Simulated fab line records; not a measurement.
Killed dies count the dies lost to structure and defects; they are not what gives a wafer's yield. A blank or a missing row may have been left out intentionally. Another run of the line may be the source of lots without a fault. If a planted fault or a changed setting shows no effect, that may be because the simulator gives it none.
Chamber matching :: flow nandHarc :: cmp-01 running NHARC_A_BLC_CMP_25: 4 sister chambers
The step polishes, t overpolish 30 s, target thk 150 nm. 4 wafers are shown with their chamber, then 8 later ones without.

EACH WAFER AND ITS CHAMBER
wafer: L085.6
chamber: 0
motorCurrentA (A): 11.7

wafer: L086.4
chamber: 2
motorCurrentA (A): 10.7

wafer: L086.5
chamber: 3
motorCurrentA (A): 10.1

wafer: L088.1
chamber: 1
motorCurrentA (A): 10.2

WAFERS WITH NO CHAMBER GIVEN
wafer: L088.3
motorCurrentA (A): 11.8

wafer: L088.4
motorCurrentA (A): 11.2

wafer: L094.3
motorCurrentA (A): 11.6

wafer: L094.4
motorCurrentA (A): 10.3

wafer: L094.5
motorCurrentA (A): 11.3

wafer: L097.1
motorCurrentA (A): 10.5

wafer: L097.4
motorCurrentA (A): 10.0

wafer: L097.5
motorCurrentA (A): 11.4

THE CHAMBER EACH PASSED THROUGH
wafer: L088.3
from the rows above: 0
in truth: 0

wafer: L088.4
from the rows above: can't be placed: 0 or 2 or 1
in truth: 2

wafer: L094.3
from the rows above: 0
in truth: 0

wafer: L094.4
from the rows above: can't be placed: 1 or 3 or 2
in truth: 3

wafer: L094.5
from the rows above: can't be placed: 0 or 2
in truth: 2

wafer: L097.1
from the rows above: can't be placed: 2 or 1 or 3
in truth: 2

wafer: L097.4
from the rows above: can't be placed: 3 or 1
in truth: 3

wafer: L097.5
from the rows above: can't be placed: 0 or 2
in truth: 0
Correctly placed: 2 of 8. Cannot be placed on the basis of these rows: 6; the candidates contain the true chamber in 6. Placed wrongly: 0.
How it was worked out, from the rows above alone: a wafer's distance from a chamber is the root of the sum, over the readings, of the square of ((its reading less the chamber's mean) divided by the reading's scatter). If the next closest chamber is less than 2 further off than the closest, the wafer can't be placed; otherwise it belongs to the closest. The mean given for a chamber averages the wafers shown for that chamber. The scatter: root of mean squared gap, hidden wafer to nearest shown wafer, with one shown wafer a chamber.
